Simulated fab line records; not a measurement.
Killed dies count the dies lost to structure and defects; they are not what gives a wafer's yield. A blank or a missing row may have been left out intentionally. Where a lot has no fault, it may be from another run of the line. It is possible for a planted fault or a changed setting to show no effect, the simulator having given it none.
The tool behind it: which one? || flow n5-finfet || 10 lots, 29 wafers sampled, at 3 steps of a route of 1938

## WHAT THE GAUGES SHOWED, per wafer
N5_BEOL_M5_CD_MEAS_35: target cd 28 nm, target cd y 24 nm.
{"lot": "L734", "measured": "day 8 09:41", "on": "cd-sem-01", "cd-nm (nm)": "28.5 28.0 28.5"}
{"lot": "L735", "measured": "day 9 05:52", "on": "cd-sem-02", "cd-nm (nm)": "27.7 28.0 28.1"}
{"lot": "L738", "measured": "day 10 19:47", "on": "cd-sem-02", "cd-nm (nm)": "27.8 28.2 28.4"}
{"lot": "L743", "measured": "day 11 10:24", "on": "cd-sem-02", "cd-nm (nm)": "29.2 28.1"}
{"lot": "L748", "measured": "day 12 18:55", "on": "cd-sem-03", "cd-nm (nm)": "28.3 28.0 27.6"}
{"lot": "L749", "measured": "day 13 03:05", "on": "cd-sem-03", "cd-nm (nm)": "27.5 28.0 27.7"}
{"lot": "L754", "measured": "day 14 03:04", "on": "cd-sem-03", "cd-nm (nm)": "28.3 27.8 27.9"}
{"lot": "L755", "measured": "day 14 11:47", "on": "cd-sem-02", "cd-nm (nm)": "28.0 28.8 28.3"}
{"lot": "L756", "measured": "day 14 19:26", "on": "cd-sem-02", "cd-nm (nm)": "27.9 28.1 27.5"}
{"lot": "L757", "measured": "day 15 13:13", "on": "cd-sem-01", "cd-nm (nm)": "27.7 27.2 27.6"}

## TOOL THAT RAN EACH LOT (tool first, then ch and the chambers of the sampled wafers, then the start)
{"lot": "L734", "N5_BEOL_M5_ETCH_62": "rie-diel-06 ch 0,1,3, day 8 07:38", "N5_BEOL_M5_DESCUM_33": "rie-diel-02 ch 0,2,3, day 8 09:07"}
{"lot": "L735", "N5_BEOL_M5_ETCH_62": "rie-diel-06 ch 0,1,2, day 9 03:14", "N5_BEOL_M5_DESCUM_33": "rie-diel-02 ch 0,1,2, day 9 05:18"}
{"lot": "L738", "N5_BEOL_M5_ETCH_62": "rie-diel-01 ch 1,2,3, day 10 17:29", "N5_BEOL_M5_DESCUM_33": "rie-diel-02 ch 0,3, day 10 19:13"}
{"lot": "L743", "N5_BEOL_M5_ETCH_62": "rie-diel-06 ch 1, day 11 05:18", "N5_BEOL_M5_DESCUM_33": "rie-diel-01 ch 0,3, day 11 09:50"}
{"lot": "L748", "N5_BEOL_M5_ETCH_62": "rie-diel-01 ch 1,2,3, day 12 16:08", "N5_BEOL_M5_DESCUM_33": "rie-diel-02 ch 0,2,3, day 12 18:21"}
{"lot": "L749", "N5_BEOL_M5_ETCH_62": "rie-diel-01 ch 1,2,3, day 12 20:12", "N5_BEOL_M5_DESCUM_33": "rie-diel-02 ch 1,2,3, day 13 02:31"}
{"lot": "L754", "N5_BEOL_M5_ETCH_62": "rie-diel-01 ch 0,1,3, day 13 23:39", "N5_BEOL_M5_DESCUM_33": "rie-diel-06 ch 0,2,3, day 14 02:30"}
{"lot": "L755", "N5_BEOL_M5_ETCH_62": "rie-diel-01 ch 2,3, day 14 09:14", "N5_BEOL_M5_DESCUM_33": "rie-diel-02 ch 1,3, day 14 11:13"}
{"lot": "L756", "N5_BEOL_M5_ETCH_62": "rie-diel-01 ch 0,1,3, day 14 18:02", "N5_BEOL_M5_DESCUM_33": "rie-diel-02 ch 1,2,3, day 14 18:52"}
{"lot": "L757", "N5_BEOL_M5_ETCH_62": "rie-diel-01 ch 2,3, day 15 11:45", "N5_BEOL_M5_DESCUM_33": "rie-diel-01 ch 1,2, day 15 12:39"}
- N5_BEOL_M5_ETCH_62: etches SOC in N2/H2, target depth 75 nm, overetch 15 nm, time 112.5 s.
- N5_BEOL_M5_DESCUM_33: chemistry O2, time 7 s.

## THE ANSWER, worked out from the rows above alone
Rule: the lots themselves supply what counts as usual. Put in order of their means at a reading, lots are off if they are a third of the lots or fewer, leave a main group of 4 or more, and stand apart from it by a gap of 3 or more times the standard deviation of the main group's means; of several such gaps the widest counts. The tables above print the reading to a certain number of digits; a main group whose means all agree to those digits is not used. A lot without any number at a reading at which 4 lots or more have one is off too. All remaining lots with rows at the step are treated as sound.
Across all readings shown, no lot is off: no conclusion can be drawn from this.

## WHAT THE SIMULATOR PUT IN
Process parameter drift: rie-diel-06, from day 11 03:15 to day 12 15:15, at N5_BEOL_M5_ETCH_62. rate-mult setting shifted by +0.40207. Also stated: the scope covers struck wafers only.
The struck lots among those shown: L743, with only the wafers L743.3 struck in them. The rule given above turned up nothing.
